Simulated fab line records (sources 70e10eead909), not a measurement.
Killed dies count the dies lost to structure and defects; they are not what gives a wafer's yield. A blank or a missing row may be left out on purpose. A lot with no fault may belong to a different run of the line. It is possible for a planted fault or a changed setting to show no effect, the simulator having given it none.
Chamber matching / flow nandHarc / 4 sister chambers for NHARC_P_CONTACT_CMP_24 on cmp-02
The step polishes, t overpolish 30 s, target thk 200 nm. 4 wafers are shown with their chamber, then 8 later ones without.

== WAFERS, EACH WITH ITS CHAMBER ==
wafer=L082.6; chamber=2; motorCurrentA (A)=12.2
wafer=L087.5; chamber=0; motorCurrentA (A)=12.2
wafer=L087.6; chamber=3; motorCurrentA (A)=12.1
wafer=L087.2; chamber=1; motorCurrentA (A)=10.8

== WAFERS WITH NO CHAMBER GIVEN ==
wafer=L087.3; motorCurrentA (A)=11.9
wafer=L087.4; motorCurrentA (A)=12.9
wafer=L093.2; motorCurrentA (A)=11.0
wafer=L093.3; motorCurrentA (A)=12.7
wafer=L093.5; motorCurrentA (A)=12.7
wafer=L095.1; motorCurrentA (A)=13.3
wafer=L095.4; motorCurrentA (A)=10.7
wafer=L095.6; motorCurrentA (A)=13.3

== CHAMBER TAKEN BY EACH ==
wafer=L087.3; from the rows above=can't be placed: 3 or 0 or 2 or 1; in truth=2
wafer=L087.4; from the rows above=can't be placed: 0 or 2 or 3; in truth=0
wafer=L093.2; from the rows above=can't be placed: 1 or 3 or 0 or 2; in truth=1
wafer=L093.3; from the rows above=can't be placed: 0 or 2 or 3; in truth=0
wafer=L093.5; from the rows above=can't be placed: 0 or 2 or 3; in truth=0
wafer=L095.1; from the rows above=can't be placed: 0 or 2 or 3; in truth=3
wafer=L095.4; from the rows above=can't be placed: 1 or 3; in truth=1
wafer=L095.6; from the rows above=can't be placed: 0 or 2 or 3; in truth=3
Placed correctly: 0 of 8. Not placeable from these rows: 8 (in 8, the candidates include the true chamber). Wrongly placed: 0.
How it was worked out, from the rows above alone: a wafer's distance from a chamber is the root of the sum, over the readings, of the square of ((its reading less the chamber's mean) divided by the reading's scatter). If the next closest chamber is less than 2 further off than the closest, the wafer can't be placed; otherwise it belongs to the closest. Each chamber's mean is taken over the wafers shown for it. The scatter: root of mean squared gap, hidden wafer to nearest shown wafer, with one shown wafer a chamber.
